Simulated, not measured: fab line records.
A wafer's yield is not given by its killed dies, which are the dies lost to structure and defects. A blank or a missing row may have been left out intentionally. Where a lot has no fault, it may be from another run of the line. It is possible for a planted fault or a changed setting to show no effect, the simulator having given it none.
Chamber matching / flow nand harc / 4 sister chambers for NHARC_A_STAIRCASE_TRIM_229 on rie diel-07
The step chemistry O2, time 211.2 s. 4 wafers are shown with their chamber, then 8 later ones without.

## EACH WAFER AND ITS CHAMBER
wafer=L572.3; chamber=3; drypump motor current A (A)=5.1
wafer=L579.5; chamber=1; drypump motor current A (A)=6.7
wafer=L579.6; chamber=2; drypump motor current A (A)=6.2
wafer=L581.1; chamber=0; drypump motor current A (A)=5.3

## WAFERS WITHOUT THEIR CHAMBER
wafer=L581.5; drypump motor current A (A)=6.2
wafer=L581.6; drypump motor current A (A)=6.7
wafer=L584.1; drypump motor current A (A)=6.2
wafer=L584.2; drypump motor current A (A)=5.1
wafer=L584.3; drypump motor current A (A)=5.4
wafer=L592.2; drypump motor current A (A)=6.7
wafer=L592.3; drypump motor current A (A)=6.2
wafer=L592.4; drypump motor current A (A)=5.1

## CHAMBER TAKEN BY EACH
wafer=L581.5; from the rows above=2; in truth=2
wafer=L581.6; from the rows above=1; in truth=1
wafer=L584.1; from the rows above=2; in truth=2
wafer=L584.2; from the rows above=3; in truth=3
wafer=L584.3; from the rows above=0; in truth=0
wafer=L592.2; from the rows above=1; in truth=1
wafer=L592.3; from the rows above=2; in truth=2
wafer=L592.4; from the rows above=3; in truth=3
Placed correctly: 8 of 8. Number that these rows cannot place: 0. Wrongly placed: 0.
How it was worked out, from the rows above alone: a wafer's distance from a chamber is the root of the sum, over the readings, of the square of ((its reading less the chamber's mean) divided by the reading's scatter). The wafer belongs to the nearest chamber; if the next one is less than 2 further off, it can't be placed. A chamber's mean is the mean of its shown wafers. The scatter (one wafer shown for each chamber): square how far every hidden wafer sits from the nearest shown wafer, average those squares and take the square root.
